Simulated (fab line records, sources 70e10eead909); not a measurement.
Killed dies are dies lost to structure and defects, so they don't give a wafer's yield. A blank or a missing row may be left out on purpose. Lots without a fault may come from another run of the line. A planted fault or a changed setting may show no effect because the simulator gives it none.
A struck lot beside a sound one | flow nand_harc | 15 steps out of a route of 1302
Sound: wafers L456.3, L456.5, L456.6. Struck: wafer L461.4. (L461.2, L461.6 of the same lot were not struck and are left out.) The cause comes at the end.
At each step with rows: each side's tool, then ch and its chambers, then its first start. Under that, the readings that differ: sound wafers | struck wafers | difference of the means | sigmas: that difference in standard deviations of wafers without a fault.
alike: readings whose means differ by less than 2 such deviations, and words and numbers that are the same on both sides. not compared: withheld readings, readings that some wafer has no value for, bounds like >300 that may hide the same value, and numbers for which the record gives no deviation and whose values overlap.
The two part at a step that has a row with sigmas, a row that says differs or no value, or rows on one side only. Numbers that don't overlap but have no deviation are shown without sigmas and don't part them. A reading that every wafer of one side lacks parts them only if that side has two wafers or more.

first, 4 steps without rows for these wafers: NHARC_P_GATE_EBR_22; NHARC_P_GATE_EXPOSE_23 (exposes mask P GATE, target cd 120 nm); NHARC_P_GATE_PEB_24 (peb time 65 s); NHARC_P_GATE_DEVELOP_25 (develop time 35 s).
NHARC_P_GATE_CD_MEAS_26: target cd 120 nm.
  sound on cd_sem-01 ch 0, day 7 22:17; struck on cd_sem-02 ch 0, day 9 20:19
  alike: cd_nm
NHARC_P_GATE_OVL_MEAS_27:
  sound on overlay-01, day 7 22:23; struck on overlay-01, day 9 20:23
  reading           | sound       | struck | difference | sigmas
  overlay_y_nm (nm) | 1.4 1.1 0.7 | -1.6   | -2.7       | -3
  alike: overlay_x_nm
NHARC_P_GATE_INSPECT_28:
  sound on defect_inspect-01, day 7 22:25; struck on defect_inspect-01, day 9 20:26
  alike: raw_defect_count
NHARC_P_GATE_DESCUM_31: chemistry O2, time 3 s.
  sound on rie_diel-01 ch 0,2,3, day 7 22:29; struck on rie_diel-02 ch 2, day 9 20:36
  reading                     | sound                | struck | difference | sigmas
  drypump_motor_current_A (A) | 4.8 4.8 5.9          | 6.3    | +1.1       | +2
  oes_product_au (a.u.)       | 0.991 0.997 1.010    | 0.982  | -0.017     | -2
  throttle_valve_pct (%)      | 11.332 11.295 11.309 | 11.291 | -0.021     | -2
  alike: chamber_pressure_mTorr, rf_vpp_V, showerhead_plenum_p_Torr
  not compared: rf_hours_counter_h
NHARC_P_GATE_ETCH_104: etches the open film in CF4/CHF3, target depth 60 nm.
  sound on rie_diel-01 ch 0,3, day 7 22:34; struck on rie_diel-02 ch 2, day 9 20:42
  reading                     | sound       | struck | difference | sigmas
  drypump_motor_current_A (A) | 4.8 4.8 4.8 | 6.3    | +1.5       | +3
  alike: cf4_flow_sccm, chamber_pressure_mTorr, oes_product_au, rf_vpp_V, showerhead_plenum_p_Torr, throttle_valve_pct
NHARC_P_GATE_HM_OPEN_105: chemistry O2/COS, target depth 360 nm.
  sound on rie_diel-01 ch 1,2,3; struck on rie_diel-02 ch 0
  alike: chamber_pressure_mTorr, drypump_motor_current_A, oes_product_au, rf_vpp_V, showerhead_plenum_p_Torr, throttle_valve_pct
  not compared: rf_hours_counter_h
then, 1 step without rows for these wafers: NHARC_P_GATE_STRIP_106 (strips in O2/COS).
NHARC_P_GATE_ETCH_114: etches the open film in CF4/O2, target depth 30 nm, overetch 3 nm, time 16.5 s.
  sound on rie_diel-01 ch 2,3; struck on rie_diel-02 ch 0
  alike: cf4_flow_sccm, chamber_pressure_mTorr, drypump_motor_current_A, oes_ar_750_au, oes_product_au, rf_vpp_V, showerhead_plenum_p_Torr, throttle_valve_pct
  not compared: rf_hours_counter_h
NHARC_P_GATE_ETCH_32: etches the open film in HBr/Cl2, target depth 150 nm, time 100.1 s.
  sound on rie_si-02 ch 0,1,3, day 7 22:59; struck on rie_si-06 ch 0, day 9 21:08
  reading                | sound                | struck | difference | sigmas
  mfc_cl2_sccm (sccm)    | 50.09 50.05 50.03    | 60.05  | +9.99      | +67
  throttle_valve_pct (%) | 26.407 26.400 26.394 | 27.008 | +0.608     | +66
  alike: chamber_pressure_mTorr, drypump_motor_current_A, he_backside_leak_sccm, oes_product_au
  not compared: rf_hours_counter_h
NHARC_P_GATE_STRIP_108: strips in O2.
  sound on rie_diel-07 ch 0,1,3, day 7 23:07; struck on rie_diel-01 ch 0, day 9 21:19
  reading                        | sound                | struck | difference | sigmas
  chamber_pressure_mTorr (mTorr) | 59.91 59.99 59.97    | 60.11  | +0.15      | +3
  throttle_valve_pct (%)         | 17.040 17.042 17.046 | 17.024 | -0.019     | -2
  alike: drypump_motor_current_A, oes_product_au, rf_vpp_V, showerhead_plenum_p_Torr
  not compared: rf_hours_counter_h
-- the record jumps here: 20 days lie between the struck wafers' starts before and after (it left off in module P_GATE and takes up again in module END, whose first step shown is number 1302 of the route) --
NHARC_END_SORT_01:
  sound on prober-01 ch 0, day 27 13:24; struck on prober-02 ch 0, day 29 21:07
  alike: killed_at_array, killed_at_other, killed_at_periphery, killed_dies, killed_open, killed_short

WHERE THEY PART
First at NHARC_P_GATE_OVL_MEAS_27; last, within this record, at NHARC_P_GATE_STRIP_108. Later steps at which nothing parts them and some readings are alike: NHARC_END_SORT_01.

WHY: what the simulator had put in
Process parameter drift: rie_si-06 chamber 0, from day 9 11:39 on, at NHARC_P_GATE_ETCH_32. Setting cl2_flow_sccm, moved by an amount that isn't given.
